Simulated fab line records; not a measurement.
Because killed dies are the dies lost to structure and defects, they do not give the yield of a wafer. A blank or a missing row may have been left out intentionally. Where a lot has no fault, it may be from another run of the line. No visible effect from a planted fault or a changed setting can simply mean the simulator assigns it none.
What tool caused it?	flow n5_finfet	24 lots with 72 wafers sampled at 6 steps, on a route of 1938 steps

== WHAT EACH GAUGE READ, for each wafer ==
The record lacks any reading of a measuring or inspecting step that a usual standard deviation could be used to judge.

== WHAT TOOL EACH LOT RAN ON (gives the tool, then ch and the chambers of the sampled wafers, and finally the start) ==
lot	N5_MOL_CONTACT_COAG_ETCH_105	N5_MOL_CONTACT_COAG_ETCH_106	N5_MOL_CONTACT_COAG_TI_SIL_19	N5_MOL_CONTACT_COAG_PRE_CLEAN_141	N5_MOL_CONTACT_COAG_CMP_23	N5_MOL_CONTACT_COAG_ALD_131
L074	rie_diel-02 ch 1,2,3, day 4 23:53	rie_diel-02 ch 1,2,3, day 4 23:56	pvd_sputter-02, day 5 00:43	pvd_sputter-03, day 5 02:26	cmp-01 ch 0,1,3, day 5 04:56	ald_sin-02 ch 0,1,2, day 5 08:59
L075	rie_diel-06 ch 1,2, day 5 10:11	rie_diel-06 ch 1,2, day 5 10:13	pvd_sputter-01, day 5 12:20	pvd_sputter-03, day 5 13:19	cmp-01 ch 1,2,3, day 5 16:07	ald_sin-03 ch 0,1,3, day 5 20:05
L076	rie_diel-06 ch 0,1, day 5 11:05	rie_diel-06 ch 0,1, day 5 11:07	pvd_sputter-03, day 5 12:17	pvd_sputter-03, day 5 13:04	cmp-01 ch 0,1, day 5 15:50	ald_sin-03 ch 0,1, day 5 19:43
L077	rie_diel-01 ch 1,2,3, day 5 12:34	rie_diel-01 ch 1,2,3, day 5 12:35	pvd_sputter-01, day 5 13:26	pvd_sputter-02, day 5 14:57	cmp-04 ch 0,3, day 5 18:41	ald_sin-04 ch 0,1,3, day 5 22:40
L078	rie_diel-02 ch 0,1,3, day 6 00:34	rie_diel-02 ch 0,1,3, day 6 00:35	pvd_sputter-03, day 6 02:26	pvd_sputter-03, day 6 03:29	cmp-04 ch 0,2, day 6 07:40	ald_sin-02 ch 0,3, day 6 12:33
L079	rie_diel-02 ch 0,3, day 6 07:50	rie_diel-02 ch 0,3, day 6 07:52	pvd_sputter-02, day 6 08:38	pvd_sputter-03, day 6 11:36	cmp-03 ch 1,2,3, day 6 14:20	ald_sin-02 ch 1,2, day 6 19:26
L080	rie_diel-01 ch 1,2,3, day 6 10:53	rie_diel-01 ch 1,2,3, day 6 10:55	pvd_sputter-03, day 6 11:46	pvd_sputter-01, day 6 13:56	cmp-04 ch 0,2,3, day 6 16:53	ald_sin-04 ch 0,1,2, day 6 22:47
L083	rie_diel-02 ch 0,2,3, day 7 04:44	rie_diel-02 ch 0,2,3, day 7 04:46	pvd_sputter-01, day 7 07:08	pvd_sputter-02, day 7 08:01	cmp-03 ch 0,1,3, day 7 10:59	ald_sin-04 ch 1,2,3, day 7 16:07
L081	rie_diel-02 ch 1,3, day 7 07:40	rie_diel-02 ch 1,3, day 7 07:42	pvd_sputter-01, day 7 10:12	pvd_sputter-01, day 7 11:23	cmp-01 ch 0,1,2, day 7 14:07	ald_sin-04 ch 1,3, day 7 19:48
L084	rie_diel-06 ch 0,1,3, day 7 09:32	rie_diel-06 ch 0,1,3, day 7 09:34	pvd_sputter-01, day 7 10:24	pvd_sputter-01, day 7 12:17	cmp-03 ch 0,1,3, day 7 14:36	ald_sin-04 ch 1,3, day 7 20:39
L082	rie_diel-01 ch 1,2,3, day 7 10:38	rie_diel-01 ch 1,2,3, day 7 10:40	pvd_sputter-01, day 7 11:40	pvd_sputter-03, day 7 12:51	cmp-03 ch 2,3, day 7 15:04	ald_sin-04 ch 1,2,3, day 7 20:48
L085	rie_diel-02 ch 0,1,3, day 7 17:34	rie_diel-02 ch 0,1,3, day 7 17:35	pvd_sputter-02, day 7 18:49	pvd_sputter-01, day 7 19:56	cmp-04 ch 0,1,3, day 7 22:29	ald_sin-02 ch 0,1,2, day 8 05:10
L086	rie_diel-06 ch 2,3, day 7 17:49	rie_diel-06 ch 2,3, day 7 17:50	pvd_sputter-01, day 7 18:53	pvd_sputter-02, day 7 19:59	cmp-01 ch 1,2,3, day 7 22:40	ald_sin-02 ch 0,1,3, day 8 06:52
L087	rie_diel-01 ch 2,3, day 8 03:37	rie_diel-01 ch 2,3, day 8 03:39	pvd_sputter-01, day 8 04:32	pvd_sputter-03, day 8 05:21	cmp-03 ch 1,2, day 8 09:17	ald_sin-03 ch 2,3, day 8 14:17
L088	rie_diel-02 ch 1,2,3, day 8 04:48	rie_diel-02 ch 1,2,3, day 8 04:50	pvd_sputter-03, day 8 05:45	pvd_sputter-03, day 8 08:27	cmp-01 ch 2,3, day 8 10:58	ald_sin-03 ch 0,2, day 8 17:41
L089	rie_diel-06 ch 1,2, day 8 12:20	rie_diel-06 ch 1,2, day 8 12:22	pvd_sputter-03, day 8 13:13	pvd_sputter-01, day 8 14:49	cmp-01 ch 0,2,3, day 8 17:55	ald_sin-02 ch 0,3, day 8 23:15
L090	rie_diel-01 ch 0,2,3, day 8 18:10	rie_diel-01 ch 0,2,3, day 8 18:12	pvd_sputter-01, day 8 19:02	pvd_sputter-02, day 8 20:19	cmp-03 ch 1,2,3, day 8 23:59	ald_sin-04 ch 0,2,3, day 9 03:55
L091	rie_diel-02 ch 1,2, day 8 22:50	rie_diel-02 ch 1,2, day 8 22:52	pvd_sputter-03, day 8 23:39	pvd_sputter-02, day 9 00:23	cmp-04 ch 0,1, day 9 04:00	ald_sin-04 ch 0,3, day 9 07:50
L092	rie_diel-01 ch 0,2,3, day 9 05:35	rie_diel-01 ch 0,2,3, day 9 05:37	pvd_sputter-03, day 9 06:24	pvd_sputter-01, day 9 08:17	cmp-03 ch 0,1, day 9 11:46	ald_sin-04 ch 2,3, day 9 15:50
L093	rie_diel-06 ch 1,3, day 9 17:16	rie_diel-06 ch 1,3, day 9 17:17	pvd_sputter-03, day 9 18:19	pvd_sputter-03, day 9 19:26	cmp-04 ch 0,2,3, day 9 22:08	ald_sin-04 ch 0,2, day 10 02:10
L094	rie_diel-06 ch 0,2,3, day 9 21:37	rie_diel-06 ch 0,2,3, day 9 21:39	pvd_sputter-02, day 9 22:28	pvd_sputter-01, day 9 23:38	cmp-03 ch 0,3, day 10 03:17	ald_sin-03 ch 0,1,3, day 10 07:06
L095	rie_diel-06 ch 1,2,3, day 10 00:19	rie_diel-06 ch 1,2,3, day 10 00:20	pvd_sputter-03, day 10 02:31	pvd_sputter-01, day 10 03:50	cmp-01 ch 0,2,3, day 10 06:53	ald_sin-03 ch 2,3, day 10 11:11
L096	rie_diel-06 ch 1,2,3, day 10 08:43	rie_diel-06 ch 1,2,3, day 10 08:45	pvd_sputter-03, day 10 10:25	pvd_sputter-03, day 10 11:38	cmp-01 ch 0,2,3, day 10 15:13	ald_sin-02 ch 1,2,3, day 10 21:25
L097	rie_diel-06 ch 0,2,3, day 10 18:08	rie_diel-06 ch 0,2,3, day 10 18:10	pvd_sputter-02, day 10 18:56	pvd_sputter-03, day 10 21:07	cmp-01 ch 0,1,3, day 11 00:32	ald_sin-03 ch 0,1,2, day 11 04:20
- N5_MOL_CONTACT_COAG_ETCH_105: etches SiARC in CF4, target depth 15.6 nm, time 26 s.
- N5_MOL_CONTACT_COAG_ETCH_106: etches SOC in N2/H2, target depth 80 nm, overetch 16 nm, time 120 s.
- N5_MOL_CONTACT_COAG_TI_SIL_19: material Ti, target thk 4.2 nm, time 15 s.
- N5_MOL_CONTACT_COAG_PRE_CLEAN_141: time 60 s.
- N5_MOL_CONTACT_COAG_CMP_23: polishes, stops on SiO2, t overpolish 1.5 s, target thk 0 nm.
- N5_MOL_CONTACT_COAG_ALD_131: deposits SiO2, target thk 5 nm, pulse time 1 s, co reactant pulse time 1 s.

== AS READ BY THE TOOLS THEMSELVES (means over the sampled wafers that have a number; for cases with no such wafer, the mark the record gives instead) ==
N5_MOL_CONTACT_COAG_ETCH_105. Usual: drypump_motor_current_A 5.4 A, standard deviation 0.34; etch_rf_on_time_s 25.7 s, standard deviation 0.58; oes_product_au 0.66 a.u., standard deviation 0.07; rf_vpp_V 184.6 V, standard deviation 0.98; showerhead_plenum_p_Torr 2.19 Torr, standard deviation 0.051; throttle_valve_pct 15.63 %, standard deviation 0.13.
lot	tool	drypump_motor_current_A (A)	etch_rf_on_time_s (s)	oes_product_au (a.u.)	rf_vpp_V (V)	showerhead_plenum_p_Torr (Torr)	throttle_valve_pct (%)	flag
L074	rie_diel-02	5.6	25.6	0.64	185.4	2.20	15.73	
L075	rie_diel-06	5.4	26.2	0.63	184.6	2.22	15.48	
L076	rie_diel-06	5.3	25.3	0.66	184.9	2.24	15.70	
L077	rie_diel-01	5.4	25.8	0.66	183.8	2.15	15.55	
L078	rie_diel-02	5.6	26.1	0.69	186.3	2.22	15.66	
L079	rie_diel-02	5.4	25.7	0.76	185.6	2.24	15.59	
L080	rie_diel-01	5.4	25.8	0.66	184.0	2.14	15.56	
L083	rie_diel-02	5.5	26.0	0.68	184.7	2.22	15.68	
L081	rie_diel-02	5.7	26.1	0.63	185.0	2.19	15.78	
L084	rie_diel-06	5.5	25.0	0.72	184.3	2.19	15.63	
L082	rie_diel-01	5.4	25.8	0.64	184.4	2.14	15.60	
L085	rie_diel-02	5.6	25.9	0.68	185.4	2.21	15.70	
L086	rie_diel-06	5.2	25.4	0.70	184.2	2.18	15.46	
L087	rie_diel-01	5.1	26.4	0.61	184.2	2.12	15.62	
L088	rie_diel-02	5.7	25.9	0.62	184.4	2.19	15.78	
L089	rie_diel-06	5.2	25.7	0.62	185.3	2.22	15.47	
L090	rie_diel-01	5.2	26.1	0.60	184.2	2.15	15.63	
L091	rie_diel-02	5.6	26.4	0.59	184.4	2.22	15.83	
L092	rie_diel-01	5.2	26.2	0.59	184.5	2.15	15.62	
L093	rie_diel-06	5.6	24.8	0.74	184.4	2.14	15.60	
L094	rie_diel-06	5.3	25.2	0.69	184.4	2.18	15.62	
L095	rie_diel-06	5.4	25.5	0.67	184.5	2.18	15.55	
L096	rie_diel-06	5.4	25.3	0.67	184.6	2.18	15.55	
L097	rie_diel-06	5.3	25.3	0.68	184.5	2.18	15.65	

N5_MOL_CONTACT_COAG_ETCH_106. Usual: drypump_motor_current_A 5.4 A, standard deviation 0.34; h2_flow_sccm 200.0 sccm, standard deviation 0.68; oes_product_au 0.68 a.u., standard deviation 0.067; rf_vpp_V 525.6 V, standard deviation 1.8; showerhead_plenum_p_Torr 2.60 Torr, standard deviation 0.064; throttle_valve_pct 17.84 %, standard deviation 0.19.
lot	tool	drypump_motor_current_A (A)	h2_flow_sccm (sccm)	oes_product_au (a.u.)	rf_vpp_V (V)	showerhead_plenum_p_Torr (Torr)	throttle_valve_pct (%)	flag
L074	rie_diel-02	5.6	199.6	0.67	526.9	2.61	17.93	
L075	rie_diel-06	5.4	200.2	0.66	526.5	2.63	17.56	
L076	rie_diel-06	5.3	199.6	0.69	526.6	2.65	17.92	
L077	rie_diel-01	5.4	200.5	0.70	523.9	2.55	17.78	
L078	rie_diel-02	5.6	200.0	0.72	527.2	2.64	17.93	
L079	rie_diel-02	5.4	199.5	0.79	526.9	2.66	17.82	
L080	rie_diel-01	5.4	200.0	0.68	523.7	2.54	17.81	
L083	rie_diel-02	5.5	199.9	0.71	526.3	2.63	17.85	
L081	rie_diel-02	5.7	200.6	0.65	525.2	2.61	18.06	
L084	rie_diel-06	5.5	200.4	0.73	525.1	2.59	17.83	
L082	rie_diel-01	5.4	200.4	0.67	524.0	2.54	17.82	
L085	rie_diel-02	5.6	199.6	0.71	526.3	2.63	17.95	
L086	rie_diel-06	5.2	199.9	0.72	525.6	2.58	17.69	
L087	rie_diel-01	5.1	200.0	0.65	523.4	2.52	17.83	
L088	rie_diel-02	5.7	199.5	0.64	526.0	2.60	17.97	
L089	rie_diel-06	5.1	200.4	0.65	526.4	2.62	17.63	
L090	rie_diel-01	5.2	200.2	0.63	524.9	2.55	17.83	
L091	rie_diel-02	5.6	201.1	0.63	526.0	2.63	18.09	
L092	rie_diel-01	5.2	200.1	0.63	524.0	2.55	17.85	
L093	rie_diel-06	5.6	199.7	0.75	523.0	2.52	17.73	
L094	rie_diel-06	5.3	200.6	0.71	525.3	2.59	17.89	
L095	rie_diel-06	5.4	199.8	0.69	524.6	2.57	17.69	
L096	rie_diel-06	5.4	199.5	0.69	524.7	2.56	17.70	
L097	rie_diel-06	5.3	199.7	0.71	524.7	2.58	17.90	

N5_MOL_CONTACT_COAG_TI_SIL_19. Usual: throttle_valve_pct at 29.5 %, with a standard deviation of 0.97.
lot	tool	throttle_valve_pct (%)	flag
L074	pvd_sputter-02	29.3	
L075	pvd_sputter-01	30.0	
L076	pvd_sputter-03	29.0	
L077	pvd_sputter-01	28.9	
L078	pvd_sputter-03	28.9	
L079	pvd_sputter-02	29.7	
L080	pvd_sputter-03	29.4	
L083	pvd_sputter-01	30.4	
L081	pvd_sputter-01	29.7	
L084	pvd_sputter-01	28.7	
L082	pvd_sputter-01	30.2	
L085	pvd_sputter-02	28.8	
L086	pvd_sputter-01	30.1	
L087	pvd_sputter-01	30.9	
L088	pvd_sputter-03	29.2	
L089	pvd_sputter-03	29.1	
L090	pvd_sputter-01	30.6	
L091	pvd_sputter-03	29.0	
L092	pvd_sputter-03	28.7	
L093	pvd_sputter-03	29.3	
L094	pvd_sputter-02	29.6	
L095	pvd_sputter-03	29.3	
L096	pvd_sputter-03	29.2	
L097	pvd_sputter-02	28.9	

N5_MOL_CONTACT_COAG_PRE_CLEAN_141. Usual: heater_power_w at 454 W, with a standard deviation of 46.
lot	tool	heater_power_w (W)	flag
L074	pvd_sputter-03	455	
L075	pvd_sputter-03	425	
L076	pvd_sputter-03	403	
L077	pvd_sputter-02	432	
L078	pvd_sputter-03	384	
L079	pvd_sputter-03	465	
L080	pvd_sputter-01	476	
L083	pvd_sputter-02	461	
L081	pvd_sputter-01	430	
L084	pvd_sputter-01	480	
L082	pvd_sputter-03	506	
L085	pvd_sputter-01	444	
L086	pvd_sputter-02	455	
L087	pvd_sputter-03	467	
L088	pvd_sputter-03	472	
L089	pvd_sputter-01	435	
L090	pvd_sputter-02	460	
L091	pvd_sputter-02	427	
L092	pvd_sputter-01	427	
L093	pvd_sputter-03	455	
L094	pvd_sputter-01	431	
L095	pvd_sputter-01	480	
L096	pvd_sputter-03	440	
L097	pvd_sputter-03	453	

N5_MOL_CONTACT_COAG_CMP_23. Usual: edge_zone_pressure_frac 0.999, standard deviation 0.0044; motor_current_A 8.0 A, standard deviation 0.9; overpolish_run_s 1.501 s, standard deviation 0.0089; pad_life_wafers 1213, standard deviation 680; platen_rpm 50.29 rpm, standard deviation 0.034; time_to_endpoint_s 9.1 s, standard deviation 2.6.
lot	tool	edge_zone_pressure_frac	motor_current_A (A)	overpolish_run_s (s)	pad_life_wafers	platen_rpm (rpm)	time_to_endpoint_s (s)	flag
L074	cmp-01	1.002	7.2	1.498	1724	50.27	8.5	
L075	cmp-01	0.999	7.8	1.501	1820	50.34	8.7	
L076	cmp-01	0.997	6.9	1.492	1812	50.31	7.7	
L077	cmp-04	0.995	8.1	1.497	1142	50.32	6.9	
L078	cmp-04	1.000	8.0	1.502	1268	50.27	8.7	
L079	cmp-03	1.000	8.3	1.496	1370	50.30	7.1	
L080	cmp-04	0.999	7.9	1.501	1364	50.27	11.2	
L083	cmp-03	0.998	7.9	1.505	1586	50.30	8.3	
L081	cmp-01	1.001	7.0	1.500	44	50.25	8.7	
L084	cmp-03	0.999	8.0	1.503	1616	50.28	10.2	
L082	cmp-03	0.999	7.8	1.501	1620	50.31	9.9	
L085	cmp-04	1.003	8.3	1.504	1615	50.32	10.8	
L086	cmp-01	0.996	7.8	1.504	117	50.31	10.5	
L087	cmp-03	1.002	8.5	1.503	1764	50.31	8.2	
L088	cmp-01	0.998	7.8	1.509	224	50.28	12.8	
L089	cmp-01	0.994	7.4	1.494	283	50.27	4.9	
L090	cmp-03	0.994	8.3	1.503	1904	50.29	8.5	
L091	cmp-04	0.999	8.4	1.511	1860	50.27	10.9	
L092	cmp-03	1.002	8.4	1.498	1988	50.24	10.3	
L093	cmp-04	1.003	8.1	1.495	2036	50.27	15.4	
L094	cmp-03	0.997	7.5	1.490	36	50.31	8.3	
L095	cmp-01	1.001	7.7	1.506	573	50.29	8.1	
L096	cmp-01	0.998	7.7	1.501	638	50.29	6.3	
L097	cmp-01	1.003	7.2	1.501	709	50.32	7.2	

N5_MOL_CONTACT_COAG_ALD_131. Usual: heater_power_w 75 W, standard deviation 6.9; precursor_pulse_height_rel 1.001, standard deviation 0.02.
lot	tool	heater_power_w (W)	precursor_pulse_height_rel	flag
L074	ald_sin-02	75	1.003	
L075	ald_sin-03	71	1.000	
L076	ald_sin-03	67	1.004	
L077	ald_sin-04	79	1.021	
L078	ald_sin-02	68	1.003	
L079	ald_sin-02	75	1.003	
L080	ald_sin-04	79	0.988	
L083	ald_sin-04	79	0.986	
L081	ald_sin-04	78	1.012	
L084	ald_sin-04	82	1.001	
L082	ald_sin-04	81	1.007	
L085	ald_sin-02	75	0.999	
L086	ald_sin-02	76	0.981	
L087	ald_sin-03	76	0.998	
L088	ald_sin-03	68	0.969	
L089	ald_sin-02	68	0.998	
L090	ald_sin-04	76	0.998	
L091	ald_sin-04	75	0.991	
L092	ald_sin-04	78	0.993	
L093	ald_sin-04	75	1.011	
L094	ald_sin-03	71	1.000	
L095	ald_sin-03	76	1.000	
L096	ald_sin-02	76	1.009	
L097	ald_sin-03	68	0.994	

== THE ANSWER, worked out from the rows above alone ==
Rule: lot off if the mean of its wafers having a number is beyond 3 standard deviations from the usual mean. Also off: a lot with no number at a reading for which 4 or more lots have one. The other lots that the step has rows for count as sound. The gauges are gone through in route order, then the tools' own readings, and for those a lot's mean is taken as printed above. The first step at which some lot is off is used, and at that step the reading that is off furthest; a lot without a number counts as furthest.
None of the lots is off at any reading shown; this tells nothing.

== WHAT HAD BEEN PUT IN BY THE SIMULATOR ==
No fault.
